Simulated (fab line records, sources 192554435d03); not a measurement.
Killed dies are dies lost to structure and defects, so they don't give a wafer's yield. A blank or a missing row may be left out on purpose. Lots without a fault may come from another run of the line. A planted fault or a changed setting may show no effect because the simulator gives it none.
Chamber matching | flow n5_finfet | N5_BEOL_M0_SAQP_STRIP_86 on rie_diel-05: 4 sister chambers
The step strips in N2/H2. 4 wafers are shown with their chamber, then 8 later ones without.

WAFERS WITH THEIR CHAMBER
wafer  | chamber | drypump_motor_current_A (A)
L083.4 | 3       | 6.2
L084.5 | 1       | 5.6
L084.6 | 2       | 5.1
L085.2 | 0       | 5.8

WAFERS WITHOUT THEIR CHAMBER
wafer  | drypump_motor_current_A (A)
L085.5 | 5.6
L085.6 | 5.0
L094.3 | 5.6
L094.5 | 6.1
L094.6 | 5.8
L096.1 | 5.6
L096.2 | 6.2
L096.5 | 6.1

WHICH CHAMBER EACH WENT THROUGH
wafer  | from the rows above | in truth
L085.5 | 1                   | 1
L085.6 | 2                   | 2
L094.3 | 1                   | 1
L094.5 | 3                   | 3
L094.6 | 0                   | 0
L096.1 | 1                   | 1
L096.2 | 3                   | 3
L096.5 | 3                   | 3
Placed correctly: 8 of 8. Can't be placed from these rows: 0. Placed wrongly: 0.
How it was worked out, from the rows above alone: a wafer's distance from a chamber is the root of the sum, over the readings, of the square of ((its reading less the chamber's mean) divided by the reading's scatter). The wafer belongs to the nearest chamber; if the next one is less than 2 further off, it can't be placed. A chamber's mean is the mean of its shown wafers. The scatter: with one shown wafer a chamber, the root of the mean of the squares of how far each hidden wafer lies from its nearest shown one.
